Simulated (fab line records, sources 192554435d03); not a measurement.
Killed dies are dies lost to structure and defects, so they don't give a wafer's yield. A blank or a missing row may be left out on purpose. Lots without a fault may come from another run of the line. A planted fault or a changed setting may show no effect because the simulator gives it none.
Split-lot experiment | flow n5_finfet | 7 lots, 21 wafers read, on a route of 1938 steps

THE SPLIT
At N5_BEOL_M4_ETCH_70 (etches SOC in N2/H2, target depth 80 nm, overetch 24 nm, time 130 s), the setting bias_w was moved away from the recipe's 150 W on 11 of the 21 wafers read, by -14.9% to +17.2%. The other wafers ran this setting at the recipe's value.

The reading is taken at the split's own step.

THE READING
rf_vpp_V, in V, at N5_BEOL_M4_ETCH_70 (etches SOC in N2/H2, target depth 80 nm, overetch 24 nm, time 130 s). Fault-free wafers of this fab line usually give 522.9 V, standard deviation 2.8 V.

wafer  | tool, chamber at the split | bias_w as run, W | against the recipe | rf_vpp_V, V | against lot-mates on the recipe
L079.2 | rie_diel-04, 2             | 132.5            | -11.7%             | 486.2       | -37.1
L079.3 | rie_diel-04, 1             | 150              | recipe             | 524.7       | -
L079.5 | rie_diel-04, 3             | 150              | recipe             | 521.8       | -
L078.1 | rie_diel-05, 0             | 166.2            | +10.8%             | 557.0       | no lot-mate on the recipe
L078.3 | rie_diel-05, 1             | 166.2            | +10.8%             | 556.4       | no lot-mate on the recipe
L078.6 | rie_diel-05, 3             | 166.2            | +10.8%             | 557.3       | no lot-mate on the recipe
L082.2 | rie_diel-05, 2             | 165.6            | +10.4%             | 557.8       | +34.9
L082.3 | rie_diel-05, 3             | 150              | recipe             | 522.9       | -
L082.4 | rie_diel-05, 1             | 165.6            | +10.4%             | 552.8       | +29.9
L091.1 | rie_diel-04, 2             | 150              | recipe             | 525.6       | -
L091.2 | rie_diel-04, 1             | 150              | recipe             | 526.3       | -
L091.6 | rie_diel-04, 2             | 150              | recipe             | 525.2       | -
L094.1 | rie_diel-04, 1             | 150              | recipe             | 524.6       | -
L094.4 | rie_diel-04, 0             | 127.7            | -14.9%             | 475.9       | -50.3
L094.5 | rie_diel-04, 0             | 150              | recipe             | 527.7       | -
L095.1 | rie_diel-05, 3             | 175.8            | +17.2%             | 580.7       | +58.1
L095.2 | rie_diel-05, 0             | 175.8            | +17.2%             | 577.7       | +55.1
L095.6 | rie_diel-05, 0             | 150              | recipe             | 522.6       | -
L097.2 | rie_diel-05, 3             | 150              | recipe             | 523.1       | -
L097.4 | rie_diel-05, 0             | 159.9            | +6.6%              | 546.3       | +23.2
L097.5 | rie_diel-05, 1             | 159.9            | +6.6%              | 541.0       | +17.9

THE FIT
A straight line over all 21 wafers: rf_vpp_V changes by +3.15 V for each +1% of bias_w; r = +1.00; the points scatter about the line by 2 V.
The same after taking each lot's own level away (the mean of its wafers on the recipe; 18 wafers): +3.26 V for each +1%; r = +1.00; scatter 1.8 V.
On that fit, the largest move of bias_w shifts the reading by 56 V.
The lots' own levels span 522.60 to 526.15 V, that is 1.3 times the standard deviation above.
So the lot-to-lot level changes the slope little: the two slopes agree.
Check: with one of the wafers moved furthest among these (+17.2%) left out of the fit, the line predicts +55.1 V for it against its lot-mates. It came out at +58.1 V against them.
Tool readings at the split's step, against how far the setting was moved: rf_vpp_V r = +1.00.

THE WHOLE CHAIN: every reading that the file lists as answering this split, in the file's order
step               | what it does                                                        | reading                                                                          | change (the file's fit)                | r (the file's)
N5_BEOL_M4_ETCH_70 | etches SOC in N2/H2, target depth 80 nm, overetch 24 nm, time 130 s | rf_vpp_V                                                                         | +3.26 V for each +1% of the setting    | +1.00
N5_BEOL_M4_ETCH_70 | etches SOC in N2/H2, target depth 80 nm, overetch 24 nm, time 130 s | SiARC_of_BEOL_M4_COAT_68.thk_nm (the simulator's own value, which no gauge read) | -0.0744 nm for each +1% of the setting | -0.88

THE FILE'S OWN FIT
rf_vpp_V changes by +3.26 V for each +1% of bias_w, r = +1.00.
